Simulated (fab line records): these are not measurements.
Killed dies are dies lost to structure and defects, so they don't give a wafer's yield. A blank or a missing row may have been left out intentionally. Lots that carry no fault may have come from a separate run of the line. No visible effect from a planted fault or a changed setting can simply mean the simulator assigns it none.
Split-lot trial	flow n5_finfet	on a route of 1938 steps: 7 lots, 39 wafers read

## ABOUT THE SPLIT
At N5_SD_EPI_N_DEVELOP_08 (develop time 30 s), the setting develop_time_s was moved away from the recipe's 30 s on 12 of the 39 wafers read, by -47.5% to +45.5%. This setting was run at the recipe's value on the other wafers.

Split to reading: the file shows no intervening step.

## THE READING
cd_nm at N5_SD_EPI_N_CD_MEAS_09, given in nm (cd target 120 nm). Fault-free wafers of this fab line usually give 120.0 nm, standard deviation 0.55 nm.

wafer	tool, chamber at the split	develop_time_s as run, s	against the recipe	cd_nm, nm	against lot-mates on the recipe
L074.1	litho_track-04, 0	30	recipe	120.4	-
L074.2	litho_track-04, 0	30	recipe	120.5	-
L074.3	litho_track-04, 0	16.77	-44.1%	117.4	-3.0
L074.4	litho_track-04, 0	30	recipe	120.4	-
L074.5	litho_track-04, 0	16.77	-44.1%	116.5	-3.9
L074.6	litho_track-04, 0	16.77	-44.1%	116.7	-3.7
L075.1	litho_track-02, 0	30	recipe	118.7	-
L075.2	litho_track-02, 0	30	recipe	119.4	-
L075.3	litho_track-02, 0	15.76	-47.5%	116.5	-3.0
L075.4	litho_track-02, 0	15.76	-47.5%	116.4	-3.1
L075.5	litho_track-02, 0	30	recipe	120.4	-
L075.6	litho_track-02, 0	15.76	-47.5%	115.7	-3.8
L078.1	litho_track-01, 0	37.19	+24.0%	120.6	+1.0
L078.2	litho_track-01, 0	37.19	+24.0%	121.0	+1.4
L078.3	litho_track-01, 0	37.19	+24.0%	121.0	+1.4
L078.4	litho_track-01, 0	30	recipe	119.6	-
L078.5	litho_track-01, 0	30	recipe	119.5	-
L078.6	litho_track-01, 0	30	recipe	119.7	-
L079.1	litho_track-04, 0	30	recipe	120.1	-
L079.2	litho_track-04, 0	30	recipe	120.0	-
L079.6	litho_track-04, 0	30	recipe	120.3	-
L082.1	litho_track-02, 0	30	recipe	119.9	-
L082.2	litho_track-02, 0	30	recipe	121.0	-
L082.3	litho_track-02, 0	30	recipe	120.3	-
L082.4	litho_track-02, 0	30	recipe	120.4	-
L082.5	litho_track-02, 0	30	recipe	120.0	-
L082.6	litho_track-02, 0	30	recipe	120.0	-
L085.1	litho_track-04, 0	30	recipe	120.4	-
L085.2	litho_track-04, 0	30	recipe	120.2	-
L085.3	litho_track-04, 0	30	recipe	120.3	-
L085.4	litho_track-04, 0	30	recipe	120.3	-
L085.5	litho_track-04, 0	30	recipe	120.4	-
L085.6	litho_track-04, 0	30	recipe	119.9	-
L090.1	litho_track-04, 0	43.64	+45.5%	122.7	+2.5
L090.2	litho_track-04, 0	30	recipe	120.2	-
L090.3	litho_track-04, 0	43.64	+45.5%	121.8	+1.6
L090.4	litho_track-04, 0	43.64	+45.5%	122.0	+1.8
L090.5	litho_track-04, 0	30	recipe	119.7	-
L090.6	litho_track-04, 0	30	recipe	120.6	-

FIT RESULTS
A straight line over all 39 wafers: cd_nm changes by +0.0636 nm for each +1% of develop_time_s; r = +0.94; the points scatter about the line by 0.56 nm.
The same after taking each lot's own level away (the mean of its wafers on the recipe; 39 wafers): +0.0631 nm for each +1%; r = +0.96; scatter 0.46 nm.
According to that fit, moving develop_time_s by its largest amount changes the reading by 3 nm.
From 119.50 to 120.43 nm: that is the span of the lots' own levels, equal to 1.7 times the standard deviation above.
The two slopes are in agreement: the lot-to-lot level therefore moves the slope only a little.
Check: with one of the wafers moved furthest among these (-47.5%) left out of the fit, the line predicts -3.19 nm for it against its lot-mates. It came out at -3 nm against them.

## OTHER SPLITS ON THESE WAFERS
Other splits were also applied to these wafers ahead of the reading. Each is held against what the fit with the lots' levels taken away leaves over:
other split on the same wafers	wafers away from the commonest value	r with cd_nm (lot level and that fit taken away)
N5_ZERO_LAYER_DEVELOP_10 develop_time_s	15	+0.09

## THE WHOLE CHAIN: every reading that the file lists as answering this split, in the file's order
step	what it does	reading	change (the file's fit)	r (the file's)
N5_SD_EPI_N_CD_MEAS_09	target cd 120 nm	cd_nm	+0.0633 nm for each +1% of the setting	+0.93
N5_SD_EPI_N_DESCUM_14	chemistry O2, time 7.9 s	SD_EPI_N.cd_nm (the simulator's own value, which no gauge read)	+0.061 nm for each +1% of the setting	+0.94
N5_SD_EPI_N_ETCH_34	etches SiARC in CF4, target depth 45.5 nm, time 75.8 s	SD_EPI_N.cd_nm (the simulator's own value, which no gauge read)	+0.0623 nm for each +1% of the setting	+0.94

## THE FILE'S OWN FIT
cd_nm changes by +0.0633 nm for each +1% of develop_time_s, r = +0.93.
